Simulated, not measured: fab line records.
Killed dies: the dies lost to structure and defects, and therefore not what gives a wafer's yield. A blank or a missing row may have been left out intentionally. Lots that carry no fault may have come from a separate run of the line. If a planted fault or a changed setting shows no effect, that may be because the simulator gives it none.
Chamber matching | flow n5 finfet | N5_HKMG_FIN_ETCH_58 on rie diel-01: 4 sister chambers
The step etches SOC in N2/H2, target depth 215.8 nm, time 741 s. 14 wafers are shown with their chamber, then 7 later ones without.

== WAFERS PAIRED WITH THEIR CHAMBERS ==
wafer  | chamber | drypump motor current A (A) | showerhead plenum p Torr (Torr) | oes product au (a.u.)
L074.1 | 2       | 5.6                         | 2.48                            | 0.80
L074.3 | 1       | 6.2                         | 2.60                            | 0.90
L074.4 | 0       | 5.9                         | 2.45                            | 0.75
L077.1 | 0       | 5.9                         | 2.45                            | 0.75
L077.4 | 2       | 5.6                         | 2.48                            | 0.80
L077.5 | 3       | 6.7                         | 2.61                            | 0.71
L081.1 | 0       | 5.9                         | 2.44                            | 0.75
L081.3 | 3       | 6.6                         | 2.61                            | 0.72
L081.4 | 2       | 5.6                         | 2.47                            | 0.80
L083.1 | 2       | 5.6                         | 2.47                            | 0.78
L083.4 | 0       | 5.9                         | 2.44                            | 0.74
L083.5 | 1       | 6.2                         | 2.59                            | 0.88
L087.1 | 2       | 5.6                         | 2.47                            | 0.77
L087.5 | 0       | 5.9                         | 2.44                            | 0.73

SIGNATURES, as means of the wafers listed above
reading                  | chamber 0 | chamber 1 | chamber 2 | chamber 3 | scatter within a chamber
drypump motor current A  | 5.900     | 6.200     | 5.600     | 6.650     | 0.0224
showerhead plenum p Torr | 2.4440    | 2.5950    | 2.4740    | 2.6100    | 0.00539
oes product au           | 0.7440    | 0.8900    | 0.7900    | 0.7150    | 0.0117
Rule: a wafer lies at a distance from a chamber equal to the root of the sum of squares, over the readings, of (its reading less the chamber's mean, divided by the reading's scatter). If the next closest chamber is less than 2 further off than the closest, the wafer can't be placed; otherwise it belongs to the closest. The scatter: the root of (the sum of the squares of (reading less its chamber's mean) over the shown wafers, divided by (wafers less chambers)).

== WAFERS WITH NO CHAMBER GIVEN ==
wafer  | drypump motor current A (A) | showerhead plenum p Torr (Torr) | oes product au (a.u.)
L087.6 | 6.7                         | 2.60                            | 0.70
L088.1 | 5.9                         | 2.44                            | 0.73
L088.2 | 5.6                         | 2.47                            | 0.77
L088.5 | 6.2                         | 2.59                            | 0.86
L094.2 | 6.7                         | 2.60                            | 0.70
L094.3 | 6.0                         | 2.43                            | 0.72
L094.5 | 6.7                         | 2.60                            | 0.69

== EACH ONE'S CHAMBER ==
wafer  | from the rows above | in truth
L087.6 | 3                   | 3
L088.1 | 0                   | 0
L088.2 | 2                   | 2
L088.5 | 1                   | 1
L094.2 | 3                   | 3
L094.3 | 0                   | 0
L094.5 | 3                   | 3
Correct placement for 7 of the 7. Number that these rows cannot place: 0. Placed wrongly: 0.
